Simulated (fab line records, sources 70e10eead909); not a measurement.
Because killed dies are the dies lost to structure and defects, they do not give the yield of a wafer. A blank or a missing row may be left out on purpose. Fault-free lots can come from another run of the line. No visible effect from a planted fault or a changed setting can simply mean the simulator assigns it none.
Chamber matching -- flow nand-harc -- NHARC_P_BONDPAD_ETCH_37 on rie-diel-11 has 4 sister chambers
The step etches the open film in N2/H2, target depth 60 nm, overetch 18 nm, time 65.91 s. 16 wafers are shown with their chamber, then 8 later ones without.

## WAFERS WITH THEIR CHAMBER
wafer,chamber,showerhead-plenum-p-Torr (Torr),rf-vpp-V (V),oes-product-au (a.u.)
L773.1,0,2.12,431.2,1.000
L773.4,2,2.11,431.1,1.008
L773.6,0,2.12,433.6,0.994
L777.2,1,1.98,428.6,1.003
L777.3,0,2.12,433.2,1.003
L777.6,3,2.14,432.7,1.005
L784.2,0,2.12,433.1,1.007
L784.3,3,2.14,434.2,1.005
L784.6,3,2.14,432.7,1.019
L783.1,3,2.13,433.0,1.012
L783.4,1,1.98,429.8,0.998
L783.6,1,1.98,427.2,1.008
L785.1,3,2.13,433.4,1.006
L785.4,1,1.98,430.2,1.008
L785.6,3,2.13,432.9,1.006
L789.2,1,1.98,428.6,1.023

SIGNATURES, as means of the wafers listed above
reading,chamber 0,chamber 1,chamber 2,chamber 3,scatter within a chamber
showerhead-plenum-p-Torr,2.1200,1.9800,2.1100,2.1350,0.00354
rf-vpp-V,432.775,428.880,431.100,433.150,0.943
oes-product-au,1.00100,1.00800,1.00800,1.00883,0.00706
Rule: a wafer lies at a distance from a chamber equal to the root of the sum of squares, over the readings, of (its reading less the chamber's mean, divided by the reading's scatter). If the next closest chamber is less than 2 further off than the closest, the wafer can't be placed; otherwise it belongs to the closest. The scatter: the root of (the sum of the squares of (reading less its chamber's mean) over the shown wafers, divided by (wafers less chambers)).

## WAFERS WHOSE CHAMBER IS MISSING
wafer,showerhead-plenum-p-Torr (Torr),rf-vpp-V (V),oes-product-au (a.u.)
L789.3,2.13,433.4,1.012
L789.4,2.11,430.6,1.015
L791.1,2.12,433.1,1.000
L791.3,1.98,428.7,1.006
L791.6,2.13,433.0,1.012
L793.3,2.11,431.0,1.003
L793.4,1.97,428.5,1.012
L793.6,2.13,433.4,1.002

## THE CHAMBER EACH PASSED THROUGH
wafer,from the rows above,in truth
L789.3,can't be placed: 3 or 0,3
L789.4,2,2
L791.1,0,0
L791.3,1,1
L791.6,can't be placed: 3 or 0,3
L793.3,2,2
L793.4,1,1
L793.6,can't be placed: 3 or 0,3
Placed correctly: 5 of 8. From these rows, 3 cannot be placed; in 3 the true chamber is one of the candidates. Placed wrongly: 0.
